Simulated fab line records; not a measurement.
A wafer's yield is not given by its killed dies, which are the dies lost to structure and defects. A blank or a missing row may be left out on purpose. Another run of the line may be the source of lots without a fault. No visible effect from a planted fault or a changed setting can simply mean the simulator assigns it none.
fab line records	flow n5-finfet
[record] lots = 5	wafers = 15	last-day = 18
route steps=1938 shown ZERO_LAYER@2 WELL_APT@20 BEOL_M4@1111
lots untouched by any fault: they come from a run of this same line in which no faults occurred
start-h: hours from the record's opening day to when the first of the lot's shown wafers began	wait-h: time in hours since the lot's previous step	" same as the row above	L1.1+2: a single row standing in for several wafers	- no value present, or no start provided	* or withheld: withheld	< > ~ a bound
route shown NAME@n: names a module that has steps shown in the file, with the first one's number in the route	usual: the fault-free wafers' mean and standard deviation	same: alike in all rows	chamber/n: place in a boat	sites: readings site by site	_std_site: the values' standard deviation	_edge_site: outer sites' mean less inner sites'	radius-mm: for every site, how far away it sits from the centre of the wafer	mask NAME#n: copy n	behind: the tool/chamber that last shaped the wafer	hold: why the lot went on hold/how many hours it stayed there/how the hold came to an end	device: names the non-switching transistor (n, p or np)	end of line: the tests these same wafers got at the end of their route	a step given without rows: its recipe and nothing more	killed: dies that structure and defects cost at the first sort, which is not the same as the wafer's yield	map: the dies of a wafer, with x for killed, . for not killed, _ for no die there
set.NAME: setting as actually run; set.NAME@STEP: the setting as run at that earlier step	model.NAME: the simulator's own value behind a step, which no gauge read
lots seen at some steps along the route; tables by step, rows by wafer
services: the hour from which a tool's chamber was out of use, counted from the record's first day as start-h (under 0 if before that day), plus the number of hours and why
[[steps]]
[step N5_ZERO_LAYER_PRECLEAN_00]
[recipe] chemistry = SPM	time-s = 600	temp-c = 120	mix = 4:1
[step N5_ZERO_LAYER_SRD_01]
[recipe] time-s = 30	temp-c = 23	rinse-liquid = diw	dry = n2-spin	spin-rpm = 1500	dry-time-s = 30
[step N5_ZERO_LAYER_PECVD_02]
[recipe] material = SiO2	target-thk-a = 100	temp-c = 400	precursor = SiH4/N2O	pressure-torr = 0.75	rf-w = 275	time-s = 6
[usual] chamber-pressure-Torr = 0.7504/0.0018	heater-power-outer-w = 471/57	heater-power-w = 759/75	showerhead-plenum-p-Torr = 8.22/0.13
lot.wafer	tool	chamber	start-h	wait-h	chamber-pressure-Torr	heater-power-outer-w	heater-power-w	showerhead-plenum-p-Torr
L840.1	pecvd-04	0	12.28	0.0	0.7504	469	776	8.08
L840.5	"	1	"	"	0.7450	469	761	8.05
L840.6	"	0	"	"	0.7483	477	773	8.07
L853.2	pecvd-04	1	90.30	0.0	-	-	-	-
L853.4	"	2	"	"	-	-	-	-
L853.5	"	0	"	"	-	-	-	-
L854.1	pecvd-04	0	96.28	0.0	-	-	-	-
L854.4	"	2	"	"	-	-	-	-
L854.5	"	1	"	"	-	-	-	-
L855.4	pecvd-04	0	102.31	0.1	-	-	-	-
L855.5	"	1	"	"	-	-	-	-
L855.6	"	2	"	"	-	-	-	-
L863.3	pecvd-01	0	150.28	0.0	0.7498	586	853	8.39
L863.5	"	0	"	"	0.7511	584	882	8.37
L863.6	"	1	"	"	0.7517	451	695	8.29
[step N5_ZERO_LAYER_HMDS_04]
[recipe] time-s = 60	temp-c = 120
[step N5_ZERO_LAYER_COAT_05]
[recipe] spin-rpm = 1500	resist-thk-nm = 1000
[step N5_ZERO_LAYER_EBR_07]
[recipe] solvent = PGMEA	ebr-width-mm = 1.5
[step N5_ZERO_LAYER_SOFTBAKE_06]
[recipe] temp-c = 100	time-s = 90
[step N5_ZERO_LAYER_EXPOSE_08]
[recipe] mask-id = ZERO	na = 0.55	source-shape = conventional	sigma-outer = 0.8	polarization = unpolarized	defocus-nm = 0	target-cd-nm = 2000	dose-mj = 16.2
[step N5_ZERO_LAYER_PEB_09]
[recipe] peb-temp-c = withheld	peb-time-s = *
[step N5_ZERO_LAYER_DEVELOP_10]
[recipe] develop-time-s = 60	rinse-liquid = diw	dry = air-spin	dev-temp-c = 21
[step N5_ZERO_LAYER_HARDBAKE_23]
[recipe] temp-c = 130	time-s = 120
[step N5_ZERO_LAYER_DESCUM_16]
[recipe] chemistry = O2	time-s = 7.9	source-power-w = 50	bias-power-w = 20	pressure-mtorr = 20	rf-frequency-hz = 2.712e+07	temp-c = 40	o2-flow-sccm = 225
[step N5_ZERO_LAYER_ETCH_17]
[recipe] chemistry = CF4	target = SiO2	target-depth-a = 120	time-s = 13.3	ion-energy-ev = 350	pressure-mtorr = 40	source-w = 450	bias-w = 215	Ar_flow_sccm = 100	cf4-flow-sccm = 100
[step N5_ZERO_LAYER_ETCH_18]
[recipe] chemistry = HBr/Cl2	target = Si	target-depth-a = 1200	time-s = 40	pressure-mtorr = 10	icp-w = 800	bias-w = 75	HBr_flow_sccm = 150	Cl2_flow_sccm = 80
[step N5_ZERO_LAYER_STRIP_24]
[recipe] chemistry = O2	power-w = 1000	temp-c = 250	overash-fraction = 0.3	pressure-mtorr = 1000	o2-flow-sccm = 6750
[step N5_ZERO_LAYER_STRIP_19]
[recipe] chemistry = SPM	time-s = 900	temp-c = 130	h2so4-h2o2-vol-ratio = 4	dry = ipa-marangoni
[step N5_WELL_APT_HMDS_01]
[recipe] time-s = 60	temp-c = 120
[step N5_WELL_APT_COAT_02]
[recipe] spin-rpm = 1357	resist-thk-nm = 950
[step N5_WELL_APT_EBR_04]
[recipe] solvent = PGMEA	ebr-width-mm = 1.5
[step N5_WELL_APT_SOFTBAKE_03]
[recipe] temp-c = 130	time-s = 60
[step N5_WELL_APT_EXPOSE_05]
[recipe] mask-id = NWELL	na = 0.8	source-shape = conventional	sigma-outer = 0.8	polarization = unpolarized	defocus-nm = 0	target-cd-nm = 200	dose-mj = 20.3
[step N5_WELL_APT_PEB_06]
[recipe] peb-temp-c = 130	peb-time-s = 90
[step N5_WELL_APT_DEVELOP_07]
[recipe] develop-time-s = 45	rinse-liquid = surfactant-rinse	dry = air-spin	dev-temp-c = 21
[step N5_WELL_APT_HARDBAKE_12]
[recipe] temp-c = 130	time-s = 120
[step N5_WELL_APT_DESCUM_13]
[recipe] chemistry = O2	time-s = 7.9	source-power-w = 50	bias-power-w = 20	pressure-mtorr = 20	rf-frequency-hz = 2.712e+07	temp-c = 40	o2-flow-sccm = 225
[step N5_WELL_APT_IMPLANT_14]
[recipe] species = P	energy-kev = 160	dose-cm2 = 1.5e+13	tilt-deg = 0	rotation-deg = 0
[step N5_WELL_APT_IMPLANT_15]
[recipe] species = As	energy-kev = 25	dose-cm2 = 1.5e+13	tilt-deg = 0	rotation-deg = 0
[step N5_BEOL_M4_RC_MEAS_101]
[usual] CJ_N = 4.32/0.07	CJ_P = 5.79/0.18	DIBL_N = 35.8/1.5	DIBL_P = 35.9/1.8	IOFF_N = 0.152/0.025	IOFF_P = 0.21/0.031	ION_N = 672/11	ION_P = 462/7.4	RS_NWELL = 1037/6.6	RS_PWELL = 3004/27	SS_N = 71.5/0.52	SS_P = 73.2/0.54	VT_N = 250/3	VT_P = -250/3.3
lot.wafer	tool	chamber	start-h	wait-h	CJ_N	CJ_P	DIBL_N[mV/V]	DIBL_P[mV/V]	IOFF_N[nA/um]	IOFF_P[nA/um]	ION_N[uA/um]	ION_P[uA/um]	RS_NWELL[ohm/sq]	RS_PWELL[ohm/sq]	SS_N[mV/dec]	SS_P[mV/dec]	VT_N[mV]	VT_P[mV]
L840.1	prober-02	0	171.86	0.0	4.32	5.61	37.5	37.0	0.167	0.24	668	461	1035	3013	71.9	72.3	249	-248
L840.5	"	0	"	"	4.27	5.75	35.3	35.3	0.140	0.21	670	465	1040	2995	71.8	73.0	251	-248
L840.6	"	0	"	"	4.34	5.54	36.5	36.3	0.156	0.22	673	466	1037	2992	71.8	73.5	250	-249
L853.2	prober-02	0	244.38	0.2	3.57	4.83	37.8	37.3	0.185	0.24	683	469	1010	2837	72.1	73.4	247	-246
L853.4	"	0	"	"	3.48	4.87	35.0	34.8	0.132	0.20	664	465	1018	2866	71.8	72.7	254	-252
L853.5	"	0	"	"	3.59	4.77	34.1	32.1	0.121	0.17	661	458	1019	2838	71.4	72.9	253	-254
L854.1	prober-01	0	246.32	0.0	3.44	4.98	36.2	36.2	0.160	0.21	675	465	1026	2864	71.4	73.3	249	-251
L854.4	"	0	"	"	3.45	5.01	34.3	33.7	0.131	0.18	665	454	1021	2832	71.7	72.8	251	-254
L854.5	"	0	"	"	3.51	5.12	34.9	34.9	0.142	0.19	682	469	1025	2816	71.7	73.0	250	-253
L855.4	prober-02	0	262.10	0.5	3.50	5.03	34.9	35.6	0.140	0.21	669	468	1017	2845	71.7	73.0	251	-249
L855.5	"	0	"	"	3.47	4.78	36.1	37.0	0.162	0.22	683	467	1015	2872	71.3	73.1	247	-247
L855.6	"	0	"	"	3.52	5.01	35.5	35.3	0.142	0.21	659	457	1021	2824	71.7	73.5	256	-250
L863.3	prober-02	0	321.31	0.3	4.33	5.57	33.7	33.5	0.125	0.17	660	456	1035	3004	71.3	72.7	253	-253
L863.5	"	0	"	"	4.34	5.68	36.9	36.4	0.165	0.21	670	455	1031	2981	72.2	72.7	251	-251
L863.6	"	0	"	"	4.30	5.73	32.6	32.1	0.106	0.16	652	455	1025	2968	71.2	72.3	255	-255
[[services]]
tool	chamber	start-h	hours	kind
pecvd-04	0	-6.65	3.2	repair
pecvd-01	-	19.64	0.6	repair
pecvd-01	0	21.34	11.6	repair
pecvd-04	0	33.33	4.7	repair
pecvd-04	2	40.96	6.3	repair
pecvd-01	2	55.45	-	calibration
pecvd-04	-	73.03	0.2	repair
pecvd-01	0	98.32	30.1	repair
pecvd-04	-	127.46	1.1	repair
pecvd-04	1	141.84	5.4	repair
[[key]]
[first-sign] step = N5_ZERO_LAYER_PECVD_02	reading = tool-record	direction = missing
[effect] step = N5_BEOL_M4_RC_MEAS_101	reading = CJ_N	direction = down	sigmas = 12	usual = 4.32	struck = 3.50
[effect] step = N5_BEOL_M4_RC_MEAS_101	reading = RS_PWELL	direction = down	sigmas = 5.9	usual = 3004	struck = 2844
[effect] step = N5_BEOL_M4_RC_MEAS_101	reading = CJ_P	direction = down	sigmas = 4.7	usual = 5.79	struck = 4.93
[effect] step = N5_BEOL_M4_RC_MEAS_101	reading = RS_NWELL	direction = down	sigmas = 2.7	usual = 1037	struck = 1019
met-at N5_ZERO_LAYER_PECVD_02
struck-wafers L853.2,L853.4,L853.5,L854.1,L854.4,L854.5,L855.4,L855.5,L855.6
[baseline-loss] step = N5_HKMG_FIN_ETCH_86	wafers = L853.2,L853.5
onset-between 12.28 90.30
[fault] kind = skipped-step-whole	tool = pecvd-04	chamber = -	onset-h = 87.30	steps = N5_ZERO_LAYER_PECVD_02	scope = struck-lots-only
// baseline-loss: these wafers lose ten dies or more at that step, a loss of the line's own and not of a fault; the sort's usual values leave them out
